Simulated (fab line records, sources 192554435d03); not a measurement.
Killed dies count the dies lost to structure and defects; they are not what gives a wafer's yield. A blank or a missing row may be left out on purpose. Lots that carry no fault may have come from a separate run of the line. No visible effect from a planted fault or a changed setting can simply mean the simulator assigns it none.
fab line records	flow n5-finfet
record: lots: 5	wafers: 15	last-day: 17
route steps=1938 shown BEOL_M10@1525 BEOL_M11@1536 PASSIVATION@1936
lots that met no fault: from a run of the same line without faults
start-h: hours from the record's opening day to when the first of the lot's shown wafers began	wait-h: hours from the lot's prior step to this one	" unchanged from the row above	L1.1+2: a row that stands for several wafers	- no value present, or no start provided	* or withheld: withheld	< > ~ a bound
route shown NAME@n: names a module that has steps shown in the file, with the first one's number in the route	usual: average and standard deviation across the fault-free wafers	same: alike in all rows	chamber/n: place in a boat	sites: readings site by site	_std_site: standard deviation across them	_edge_site: mean of outer sites minus mean of inner sites	radius-mm: how far each site lies from the wafer's centre	mask NAME#n: copy n	behind: the tool/chamber that last shaped the wafer	hold: the reason the lot was held/the length of the hold in hours/how it ended	device: the transistor (n, p or np) that didn't switch	end of line: the same wafers' tests at the end of the route	a step with no rows: only its recipe	killed: dies lost to structure and defects at the first sort, not the wafer's yield	map: a wafer's dies, x killed, . not, _ none there
set.NAME: the setting the step ran with; set.NAME@STEP: the setting that earlier step ran with	model.NAME: the simulator's own value behind a step, which no gauge read
lots seen at some steps along the route; tables by step, rows by wafer
services: from which hour (start-h, from the record's first day; less than 0 if before it) a tool's chamber was out of use, for how many hours, and why
== steps ==
step: N5_BEOL_M10_SURFACE_TREAT_76
recipe: gas: Ar	time-s: *	ion-energy-ev: *	ion-current-ma-cm2: 0.5	pressure-mtorr: *	ar-flow-sccm: 30
step: N5_BEOL_M10_CVD_75
recipe: material: Co	target-thk-a: 20	temp-c: withheld	precursor: CCTBA/H2	pressure-torr: 30	time-s: 138.9
step: N5_BEOL_M10_SPUTTER_48
recipe: material: Cu	target-thk-a: 120	temp-c: -20	bias-v: 60	power-w: 26000	chamber-pressure-pa: 0.13	time-s: 2
step: N5_BEOL_M10_ECD_50
recipe: material: Cu	target-thk-a: 3180
step: N5_BEOL_M10_ANNEAL_51
recipe: temp-c: 225	time-s: 90	ambient: N2
step: N5_BEOL_M10_CMP_52
recipe: stop-on: SiCOH_lowk	t-overpolish-s: 7	down-force-psi: 1	platen-rpm: 50	clearing-platen-down-force-psi: 1.5	clearing-platen-rpm: 50	post-cmp-clean: cu-alkaline	target-thk-nm: 140	clearing-platen-pad-velocity-m-s: 0.99484	pad-velocity-m-s: 0.99484
step: N5_BEOL_M10_PRE_CLEAN_55
recipe: gas: NH3	time-s: 15	temp-c: withheld	rf-power-w: 300
step: N5_BEOL_M10_DEP_56
recipe: material: SiCN	target-thk-a: 150	temp-c: withheld	precursor: 3MS/NH3	pressure-torr: 3	rf-w: 202	time-s: 26.5
step: N5_BEOL_M11_ILD_DEP_00
recipe: material: SiCOH_lowk	target-thk-a: 3085.1	temp-c: 300	precursor: DEMS/porogen	pressure-torr: 5	rf-w: 500	time-s: 58
step: N5_BEOL_M11_CURE_71
recipe: temp-c: 385	time-s: 240	ambient: He/Ar	material: SiCOH_lowk
usual: lamp-power-pct: 52.32/0.052	run-length-s: 286.1/1.3	wafer_temp_C_max: 386.6/0.61
lot.wafer	tool	chamber	start-h	wait-h	lamp-power-pct	run-length-s	wafer_temp_C_max	model.SiCOH_lowk_of_BEOL_M11_ILD_DEP_00.thk-nm
L278.1	uv-cure-03	1	288.97	0.1	52.32	288.7	385.7	271.2
L278.5	"	1	"	"	52.37	289.0	385.8	273.2
L278.6	"	1	"	"	52.41	289.1	385.7	273.8
L283.3	uv-cure-02	1	304.31	0.4	-	-	-	309.6
L283.4	"	1	"	"	-	-	-	311.4
L283.6	"	1	"	"	-	-	-	315
L279.4	uv-cure-03	2	304.50	0.5	-	-	-	316
L279.5	"	2	"	"	-	-	-	317.4
L279.6	"	2	"	"	-	-	-	309.8
L281.2	uv-cure-02	0	308.24	0.1	-	-	-	305.6
L281.4	"	0	"	"	-	-	-	315.8
L281.6	"	0	"	"	-	-	-	309.8
L289.3	uv-cure-01	0	350.88	0.4	52.29	289.3	386.5	263
L289.4	"	0	"	"	52.31	289.6	386.7	266
L289.6	"	0	"	"	52.33	289.3	387.5	265.6
step: N5_BEOL_M11_THK_MEAS_01
recipe: reads: SiCOH_lowk_of_BEOL_M11_ILD_DEP_00
usual: M11_ILD_THK: 269/4.1
lot.wafer	tool	chamber	start-h	wait-h	M11_ILD_THK[nm]
L278.1	film-metro-02	-	289.96	0.8	271
L278.5	"	-	"	"	273
L278.6	"	-	"	"	274
L283.3	film-metro-02	-	304.66	0.3	310
L283.4	"	-	"	"	311
L283.6	"	-	"	"	315
L279.4	film-metro-02	-	304.78	0.2	316
L279.5	"	-	"	"	317
L279.6	"	-	"	"	310
L281.2	film-metro-02	-	308.67	0.4	306
L281.4	"	-	"	"	316
L281.6	"	-	"	"	310
L289.3	film-metro-02	-	351.56	0.5	263
L289.4	"	-	"	"	266
L289.6	"	-	"	"	266
step: N5_BEOL_M11_PECVD_70
recipe: material: SiO2	target-thk-a: 200	temp-c: 400	precursor: TEOS/O2	pressure-torr: 5.5	rf-w: 450	teos-flow-sccm: 53.8	gas: O2	flow-sccm: 3000	time-s: 22.7
step: N5_BEOL_M11_HM_DEP_02
recipe: material: TiN	target-thk-a: 200	temp-c: 25	chamber-pressure-pa: 0.49996
step: N5_BEOL_M11_COAT_59
recipe: resist: SOC	temp-c: 250	time-s: 60	spin-rpm: 1500	resist-thk-nm: 100
step: N5_BEOL_M11_COAT_60
recipe: resist: SiARC	temp-c: 220	time-s: 60	spin-rpm: 1500	resist-thk-nm: 30
step: N5_BEOL_M11_COAT_05
recipe: resist: CAR-ArF	spin-rpm: 1500	resist-thk-nm: 90
step: N5_BEOL_M11_EBR_07
recipe: solvent: PGMEA	ebr-width-mm: 1.5
step: N5_BEOL_M11_SOFTBAKE_06
recipe: temp-c: 110	time-s: 60	resist: CAR-ArF
step: N5_BEOL_M11_EXPOSE_08
recipe: mask-id: M11	na: 1.35	source-shape: dipole	sigma-inner: 0.411	sigma-outer: 0.611	polarization: te	dose-mj: 53.75
step: N5_BEOL_M11_PEB_09
recipe: peb-temp-c: withheld	peb-time-s: 60	resist: CAR-ArF
step: N5_BEOL_M11_DEVELOP_10
recipe: develop-time-s: 30	developer: TMAH	resist: CAR-ArF	rinse-liquid: diw	dry: air-spin	dev-temp-c: 23
step: N5_BEOL_M11_DESCUM_16
recipe: chemistry: O2	time-s: 7.9	source-power-w: 50	bias-power-w: 20	pressure-mtorr: 20	rf-frequency-hz: 2.712e+07	temp-c: 40	resist: CAR-ArF	o2-flow-sccm: 225
step: N5_BEOL_M11_ETCH_61
recipe: chemistry: CF4	target: SiARC	target-depth-a: 390	mask-material: CAR-ArF	time-s: 65	ion-energy-ev: 80	pressure-mtorr: 40	source-w: 545	bias-w: 36	Ar_flow_sccm: 100	cf4-flow-sccm: 100	ends: cleared
step: N5_BEOL_M11_ETCH_62
recipe: chemistry: N2/H2	target: SOC	target-depth-a: 1100	overetch-a: 220	mask-material: SiARC	temp-c: 40	time-s: 165	ion-energy-ev: 200	pressure-mtorr: 30	source-w: 840	bias-w: 150	n2-flow-sccm: 200	h2-flow-sccm: 200
step: N5_BEOL_M11_STRIP_68
recipe: chemistry: N2/H2	temp-c: 40	n2-flow-sccm: 200	h2-flow-sccm: 200	rf-frequency-hz: 6e+07
step: N5_BEOL_M11_STRIP_67
recipe: chemistry: CF4	resist: SiARC	power-w: 300	bias-power-w: 75	pressure-mtorr: 50	cf4-flow-sccm: 150	rf-frequency-hz: 6e+07
step: N5_BEOL_M11_HM_OPEN_17
recipe: chemistry: Cl2/BCl3	target-depth-a: 200	overetch-a: 60	target: TiN	mask-material: SOC	ion-energy-ev: 150	pressure-mtorr: 10	icp-w: 1000	bias-w: 126	Cl2_flow_sccm: 53.25	bcl3-flow-sccm: 21.75	Ar_flow_sccm: 25
step: N5_BEOL_M11_STRIP_19
recipe: chemistry: O2	power-w: 400	temp-c: 40	pressure-mtorr: 30	rf-frequency-hz: 6e+07	bias-power-w: 0	overash-fraction: 0.2	o2-flow-sccm: 225
step: N5_BEOL_M11_COAT_63
recipe: resist: SOC	temp-c: 250	time-s: 60	spin-rpm: 1500	resist-thk-nm: 100
step: N5_BEOL_M11_COAT_64
recipe: resist: SiARC	temp-c: 220	time-s: 60	spin-rpm: 1500	resist-thk-nm: 30
step: N5_BEOL_M11_COAT_22
recipe: resist: CAR-ArF	spin-rpm: 1500	resist-thk-nm: 90
step: N5_BEOL_M11_EBR_24
recipe: solvent: PGMEA	ebr-width-mm: 1.5
step: N5_BEOL_M11_SOFTBAKE_23
recipe: temp-c: 110	time-s: 60	resist: CAR-ArF
step: N5_BEOL_M11_EXPOSE_25
recipe: mask-id: V10	na: 1.35	source-shape: annular	sigma-inner: 0.5	sigma-outer: 0.8	polarization: unpolarized	dose-mj: 85.5
step: N5_BEOL_M11_PEB_26
recipe: peb-temp-c: withheld	peb-time-s: 60	resist: CAR-ArF
step: N5_BEOL_M11_CMP_52
recipe: stop-on: SiCOH_lowk	t-overpolish-s: 7	down-force-psi: 1	platen-rpm: 50	clearing-platen-down-force-psi: 1.5	clearing-platen-rpm: 50	post-cmp-clean: cu-alkaline	target-thk-nm: 140	clearing-platen-pad-velocity-m-s: 0.99484	pad-velocity-m-s: 0.99484
usual: clearing-platen-rpm: 50.003/0.027	edge-zone-pressure-frac: 1.001/0.0047	motor-current-A: 6.1/0.61
lot.wafer	tool	chamber	start-h	wait-h	clearing-platen-rpm	edge-zone-pressure-frac	motor-current-A	model.SiCOH_lowk_of_BEOL_M11_ILD_DEP_00.thk-nm
L278.1	cmp-02	2	297.68	0.4	49.958	1.006	6.1	268.2
L278.5	"	3	"	"	50.011	1.001	5.3	270.2
L278.6	"	0	"	"	49.981	0.997	7.0	270.8
L283.3	cmp-04	2	314.72	0.2	50.014	1.003	5.0	306.6
L283.4	"	1	"	"	49.966	0.999	6.9	308.4
L283.6	"	2	"	"	49.971	0.994	5.2	312
L279.4	cmp-03	2	315.37	0.4	50.039	1.002	6.3	313
L279.5	"	2	"	"	49.958	0.998	6.0	314.4
L279.6	"	3	"	"	50.007	1.010	6.1	306.8
L281.2	cmp-03	3	315.77	0.2	50.043	1.002	5.8	302.6
L281.4	"	0	"	"	50.013	1.003	5.6	312.8
L281.6	"	2	"	"	49.985	1.000	6.1	306.8
L289.4	cmp-03	1	359.63	0.2	49.974	1.008	7.1	263
L289.3	"	2	"	"	50.042	1.005	5.7	260
L289.6	"	0	"	"	49.999	1.001	5.5	262.6
step: N5_PASSIVATION_PROBE_49
usual: defect-limited-yield: 91.3/1.4	killed_at_M0_to_M3: 33/9.9	killed_at_M4_up: 15/5.6	killed-at-contacts: 13/5.7	killed-at-front-end: 38/12	killed-at-other: 4/3.1	killed-dies: 103/17	killed-on-rim: 13/4	killed-open: 66/13	killed-short: 32/7.8	sort_bin_5_function: 5.1/0.95	sort_bin_6_memory: 3.2/0.68	sort-n-pass: 1077/17	sort-yield-pct: 91.3/1.5
same: gross-dies: 1180	killed-at-back-side: 0	sort_bin_4_leakage[%]: 0	sort_bin_8_speed[%]: 0
lot.wafer	tool	chamber	start-h	wait-h	defect-limited-yield[%]	killed_at_M0_to_M3	killed_at_M4_up	killed-at-contacts	killed-at-front-end	killed-at-other	killed-dies	killed-on-rim	killed-open	killed-short	sort_bin_5_function[%]	sort_bin_6_memory[%]	sort-n-pass	sort-yield-pct[%]
L278.1	prober-01	-	340.32	0.0	90.0	50	15	7	42	4	118	16	60	51	5.8	3.6	1062	90.0
L278.5	prober-01	-	340.52	0.2	93.3	32	16	11	18	2	79	12	51	24	3.6	2.9	1101	93.3
L278.6	prober-01	-	340.57	0.3	91.6	37	26	11	24	1	99	12	70	24	5.3	2.9	1081	91.6
L283.3	prober-01	-	350.44	0.1	92.4	36	9	25	20	0	90	11	60	26	4.9	2.5	1090	92.4
L283.4	prober-01	-	350.49	0.2	92.2	48	10	13	21	0	92	17	61	28	5.1	2.4	1088	92.2
L283.6	prober-01	-	350.59	0.3	91.4	36	10	25	21	9	101	16	60	38	4.7	3.3	1079	91.4
L279.4	prober-02	-	355.08	0.2	90.8	48	12	13	36	0	109	10	79	27	5.8	3.4	1071	90.8
L279.5	prober-02	-	355.13	0.2	90.4	32	15	11	55	0	113	14	72	37	6.0	3.1	1067	90.4
L279.6	prober-02	-	355.18	0.3	89.9	22	22	22	48	5	119	16	84	33	6.3	3.6	1061	89.9
L281.2	prober-01	-	356.44	0.1	90.1	46	12	21	37	1	117	15	79	37	5.4	4.3	1063	90.1
L281.4	prober-01	-	356.54	0.2	90.5	36	14	21	33	8	112	16	76	30	6.3	3.1	1068	90.5
L281.6	prober-01	-	356.64	0.3	90.8	45	9	15	35	4	108	18	74	29	5.3	3.6	1072	90.8
L289.3	prober-02	-	400.05	0.1	90.1	29	11	22	40	15	117	13	71	42	5.5	3.7	1063	90.1
L289.4	prober-02	-	400.10	0.2	91.3	27	15	21	37	3	103	15	71	27	4.7	3.7	1077	91.3
L289.6	prober-02	-	400.20	0.3	92.1	35	16	15	22	5	93	15	65	24	4.2	3.4	1087	92.1
killed by level:class
L278.1 BEOL_M3:geometric-particle:open=10 FIN_SAQP:geometric-particle:short=9 BEOL_M2:geometric-particle:open=9 BEOL_M0_SAQP:geometric-particle:short=6 STI_FIN_REVEAL:geometric-particle:open=5 BEOL_M0_SAQP:geometric-particle:open=5 BEOL_M1:geometric-particle:open=5 STARTING-WAFER:geometric-particle:short=5
L278.5 MOL_CONTACT_COAG:geometric-particle:open=10 STI_FIN_REVEAL:geometric-particle:open=9 BEOL_M0_SAQP:geometric-particle:short=9 BEOL_M0_SAQP:geometric-particle:open=6 BEOL_M4:geometric-particle:open=4 BEOL_M5:geometric-particle:open=4 FIN_SAQP:geometric-particle:short=3 BEOL_M0:geometric-particle:open=3
L278.6 BEOL_M4:geometric-particle:open=12 STI_FIN_REVEAL:geometric-particle:open=10 MOL_CONTACT_COAG:geometric-particle:open=9 BEOL_M3:geometric-particle:open=9 BEOL_M0_SAQP:geometric-particle:short=6 BEOL_M2:geometric-particle:open=6 BEOL_M5:geometric-particle:open=5 FIN_SAQP:geometric-particle:open=4
L283.3 MOL_CONTACT_COAG:geometric-particle:open=21 BEOL_M0_SAQP:geometric-particle:open=9 BEOL_M2:geometric-particle:open=7 BEOL_M0_SAQP:geometric-particle:short=5 BEOL_M1:geometric-particle:short=5 FIN_SAQP:geometric-particle:short=4 DUMMY_GATE:geometric-particle:open=4 FIN_SAQP:geometric-particle:open=3
L283.4 MOL_CONTACT_COAG:geometric-particle:open=12 BEOL_M3:geometric-particle:open=10 BEOL_M0_SAQP:geometric-particle:short=9 BEOL_M0_SAQP:geometric-particle:open=8 BEOL_M2:geometric-particle:open=6 BEOL_M1:geometric-particle:short=5 FIN_SAQP:geometric-particle:open=4 STI_FIN_REVEAL:geometric-particle:open=4
L283.6 MOL_CONTACT_COAG:geometric-particle:open=19 BEOL_M0_SAQP:geometric-particle:short=11 BEOL_M2:geometric-particle:open=7 FIN_SAQP:geometric-particle:short=6 BEOL_M3:geometric-particle:open=6 BEOL_M0_SAQP:geometric-particle:open=5 PAD_METAL:geometric-particle:short=5 FIN_SAQP:geometric-particle:open=4
L279.4 STI_FIN_REVEAL:geometric-particle:open=14 MOL_CONTACT_COAG:geometric-particle:open=12 BEOL_M0_SAQP:geometric-particle:open=10 BEOL_M2:geometric-particle:open=9 BEOL_M0_SAQP:geometric-particle:short=8 BEOL_M3:geometric-particle:open=8 FIN_SAQP:geometric-particle:open=5 FIN_SAQP:geometric-particle:short=4
L279.5 STI_FIN_REVEAL:geometric-particle:open=12 BEOL_M2:geometric-particle:open=9 FIN_SAQP:geometric-particle:open=8 MOL_CONTACT_COAG:geometric-particle:open=8 FIN_SAQP:geometric-particle:short=7 GATE_CUT:geometric-particle:short=6 BEOL_M3:geometric-particle:open=6 BEOL_M0_SAQP:geometric-particle:short=4
L279.6 MOL_CONTACT_COAG:geometric-particle:open=19 FIN_SAQP:geometric-particle:open=12 FIN_SAQP:geometric-particle:short=10 BEOL_M3:geometric-particle:open=9 BEOL_M7:geometric-particle:open=7 GATE_CUT:geometric-particle:short=6 BEOL_M5:geometric-particle:open=5 GATE_CUT:geometric-particle:open=5
L281.2 MOL_CONTACT_COAG:geometric-particle:open=14 BEOL_M1:geometric-particle:open=14 FIN_SAQP:geometric-particle:open=8 STI_FIN_REVEAL:geometric-particle:open=8 BEOL_M0_SAQP:geometric-particle:open=7 MOL_CONTACT_COAG:geometric-particle:short=7 BEOL_M0_SAQP:geometric-particle:short=7 BEOL_M4:geometric-particle:open=6
L281.4 MOL_CONTACT_COAG:geometric-particle:open=17 BEOL_M3:geometric-particle:open=10 BEOL_M1:geometric-particle:open=8 FIN_SAQP:geometric-particle:open=7 STI_FIN_REVEAL:geometric-particle:open=7 FIN_SAQP:geometric-particle:short=6 STARTING-WAFER:geometric-particle:short=5 BEOL_M4:geometric-particle:open=5
L281.6 BEOL_M2:geometric-particle:open=17 MOL_CONTACT_COAG:geometric-particle:open=13 BEOL_M0_SAQP:geometric-particle:open=7 FIN_SAQP:geometric-particle:open=6 GATE_CUT:geometric-particle:short=6 BEOL_M0_SAQP:geometric-particle:short=5 BEOL_M0:geometric-particle:open=5 BEOL_M3:geometric-particle:open=5
L289.3 MOL_CONTACT_COAG:geometric-particle:open=13 GATE_CUT:geometric-particle:short=8 BEOL_M0_SAQP:geometric-particle:short=8 MOL_CONTACT_COAG:geometric-particle:short=7 BEOL_M0_SAQP:geometric-particle:open=7 DUMMY_GATE:geometric-particle:open=6 FIN_SAQP:geometric-particle:short=5 STI_FIN_REVEAL:geometric-particle:open=5
L289.4 MOL_CONTACT_COAG:geometric-particle:open=18 FIN_SAQP:geometric-particle:open=10 STI_FIN_REVEAL:geometric-particle:open=10 BEOL_M0_SAQP:geometric-particle:short=8 BEOL_M0_SAQP:geometric-particle:open=8 BEOL_M4:geometric-particle:open=4 FIN_SAQP:geometric-particle:short=3 ILD0:geometric-particle:short=3
L289.6 BEOL_M3:geometric-particle:open=13 MOL_CONTACT_COAG:geometric-particle:open=13 BEOL_M0_SAQP:geometric-particle:open=6 GATE_CUT:geometric-particle:short=5 BEOL_M0_SAQP:geometric-particle:short=4 BEOL_M3:geometric-particle:short=4 BEOL_M4:geometric-particle:open=4 BEOL_M5:geometric-particle:open=4
== services ==
tool	chamber	start-h	hours	kind
uv-cure-03	-	266.58	0.9	repair
cmp-04	-	281.53	0.5	repair
cmp-03	-	296.81	5.0	repair
cmp-03	-	304.61	1.0	repair
cmp-02	-	324.79	3.9	repair
cmp-02	-	334.69	4.5	repair
uv-cure-03	-	349.66	1.0	pm
== key ==
first-sign: step: N5_BEOL_M11_CURE_71	reading: tool-record	direction: missing
effect: step: N5_BEOL_M11_THK_MEAS_01	reading: M11_ILD_THK	direction: up	sigmas: 11	usual: 269	struck: 312
model-effect: step: N5_BEOL_M11_CURE_71	value: SiCOH_lowk_of_BEOL_M11_ILD_DEP_00.thk-nm	without: 271.3	struck: 312.3
model-effect: step: N5_BEOL_M11_CMP_52	value: SiCOH_lowk_of_BEOL_M11_ILD_DEP_00.thk-nm	without: 268.3	struck: 309.3
met-at N5_BEOL_M11_CURE_71
struck-wafers L279.4,L279.5,L279.6,L281.2,L281.4,L281.6,L283.3,L283.4,L283.6
onset-between 288.97 304.31
fault: kind: skipped-step-whole	tool: uv-cure-02,uv-cure-03	chamber: -	onset-h: 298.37	steps: N5_BEOL_M11_CURE_71	scope: struck-lots-only
